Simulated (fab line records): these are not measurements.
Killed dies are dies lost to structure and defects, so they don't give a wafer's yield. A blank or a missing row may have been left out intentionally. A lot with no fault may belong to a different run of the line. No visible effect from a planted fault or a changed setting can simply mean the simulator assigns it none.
Matching of chambers	flow nand-harc	3 sister chambers for NHARC_A_STAIRCASE_DEP_301 on pecvd-03
The step deposits SiON, target thk 30 nm. 18 wafers are shown with their chamber, then 9 later ones without.

WAFERS PAIRED WITH THEIR CHAMBERS
wafer	chamber	heater-power-w (W)
L082.1	2	573
L082.2	1	628
L082.5	0	707
L083.2	1	689
L083.4	0	620
L083.5	1	705
L085.4	0	659
L085.5	2	568
L085.6	1	706
L086.1	1	692
L086.2	0	613
L086.4	2	632
L088.3	1	666
L088.5	1	643
L088.6	2	541
L087.1	0	640
L087.3	2	661
L087.6	1	663

SIGNATURES (means of the wafers above)
reading	chamber 0	chamber 1	chamber 2	scatter within a chamber
heater-power-w	647.80	674.00	595.00	37.7
Rule: a wafer's distance from a chamber is the root of the sum, over the readings, of the square of ((its reading less the chamber's mean) divided by the reading's scatter). If the next closest chamber is less than 2 further off than the closest, the wafer can't be placed; otherwise it belongs to the closest. How the scatter is found: for the shown wafers, subtract from each reading the mean of its chamber, square and add these, divide the total by (wafers less chambers), then take the root.

WAFERS WITH NO CHAMBER GIVEN
wafer	heater-power-w (W)
L097.2	738
L097.3	625
L097.4	651
L096.1	766
L096.2	665
L096.5	735
L094.1	601
L094.3	760
L094.4	758

WHICH CHAMBER EACH WENT THROUGH
wafer	from the rows above	in truth
L097.2	can't be placed: 1 or 0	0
L097.3	can't be placed: 0 or 2 or 1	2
L097.4	can't be placed: 0 or 1 or 2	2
L096.1	can't be placed: 1 or 0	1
L096.2	can't be placed: 1 or 0 or 2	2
L096.5	can't be placed: 1 or 0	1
L094.1	can't be placed: 2 or 0 or 1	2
L094.3	can't be placed: 1 or 0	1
L094.4	can't be placed: 1 or 0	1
Placed correctly: 0 of 9. From these rows, 9 cannot be placed; in 9 the true chamber is one of the candidates. Number placed wrongly: 0.
